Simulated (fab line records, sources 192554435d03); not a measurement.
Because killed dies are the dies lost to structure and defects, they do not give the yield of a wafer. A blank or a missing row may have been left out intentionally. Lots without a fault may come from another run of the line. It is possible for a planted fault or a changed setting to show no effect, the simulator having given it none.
Split-lot trial    flow n5Finfet    21 wafers read across 7 lots, on a route 1938 steps long

== THE SPLIT ITSELF ==
At N5_DUMMY_GATE_ETCH_44 (etches poly-Si in HBr/O2, stops on SiO2, target depth 127.5 nm), the setting targetDepthA was moved away from the recipe's 1275 angstrom on 10 of the 21 wafers read, by -10.9% to +9.0%. For the rest of the wafers, this setting stayed at what the recipe calls for.

The reading comes from the split's own step.

== THE READING ==
oesProductAu, in a.u., at N5_DUMMY_GATE_ETCH_44 (etches poly-Si in HBr/O2, stops on SiO2, target depth 127.5 nm). A value of 0.725 a.u. with a standard deviation of 0.013 a.u. is what fault-free wafers of this fab line usually give.

wafer   tool, chamber at the split  targetDepthA as run, angstrom  against the recipe  oesProductAu, a.u.  against lot-mates on the recipe
L075.1  rieSi-01, 3                 1275                           recipe              0.723               -
L075.3  rieSi-01, 0                 1236                           -3.1%               0.731               +0.007
L075.6  rieSi-01, 0                 1275                           recipe              0.726               -
L076.1  rieSi-02, 2                 1275                           recipe              0.731               -
L076.2  rieSi-02, 3                 1275                           recipe              0.738               -
L076.6  rieSi-02, 2                 1357                           +6.4%               0.712               -0.022
L085.4  rieSi-06, 0                 1211                           -5.0%               0.754               +0.032
L085.5  rieSi-06, 1                 1275                           recipe              0.722               -
L085.6  rieSi-06, 2                 1211                           -5.0%               0.746               +0.024
L091.4  rieSi-01, 0                 1275                           recipe              0.719               -
L091.5  rieSi-01, 0                 1275                           recipe              0.725               -
L091.6  rieSi-01, 1                 1136                           -10.9%              0.782               +0.060
L094.1  rieSi-06, 2                 1275                           recipe              0.711               -
L094.2  rieSi-06, 1                 1138                           -10.7%              0.750               +0.039
L094.3  rieSi-06, 0                 1138                           -10.7%              0.767               +0.056
L095.2  rieSi-01, 1                 1390                           +9.0%               0.717               no lot-mate on the recipe
L095.3  rieSi-01, 0                 1390                           +9.0%               0.699               no lot-mate on the recipe
L095.6  rieSi-01, 3                 1390                           +9.0%               0.679               no lot-mate on the recipe
L097.1  rieSi-06, 1                 1275                           recipe              0.717               -
L097.3  rieSi-06, 3                 1275                           recipe              0.720               -
L097.4  rieSi-06, 0                 1275                           recipe              0.725               -

THE FIT
A straight line over all 21 wafers: oesProductAu changes by -0.00345 a.u. for each +1% of targetDepthA; r = -0.89; the points scatter about the line by 0.01 a.u.
The same after taking each lot's own level away (the mean of its wafers on the recipe; 18 wafers): -0.00464 a.u. for each +1%; r = -0.97; scatter 0.0056 a.u.
Per that fit: largest targetDepthA move, reading shift of 0.051 a.u.
Measured against the standard deviation above, the lots' own levels, which go from 0.7110 to 0.7345 a.u., span 1.8 times it.
So the slope is not independent of the lot-to-lot level: the two fits are not the same.
Check: +0.0482 a.u. against its lot-mates is what the line predicts for one of the wafers moved furthest among these (-10.9%) when that wafer is left out of the fit. It came out at +0.06 a.u. against them.
Tool readings at the split's step, against how far the setting was moved: oesProductAu r = -0.89.

== THE OTHER SPLITS THESE WAFERS WENT THROUGH ==
Other splits were also applied to these wafers ahead of the reading. Each is held against what the fit with the lots' levels taken away leaves over:
other split on the same wafers           wafers away from the commonest value  r with oesProductAu (lot level and that fit taken away)
N5_WELL_APT_COAT_02 spinRpm              4                                     +0.41
N5_PMOS_HMC_CHANNEL_EPI_PEB_07 pebTempC  7                                     +0.42
N5_DUMMY_GATE_ETCH_32 timeS              7                                     +0.02

== THE FILE'S OWN FIT ==
oesProductAu changes by -0.00472 a.u. for each +1% of targetDepthA, r = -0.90.
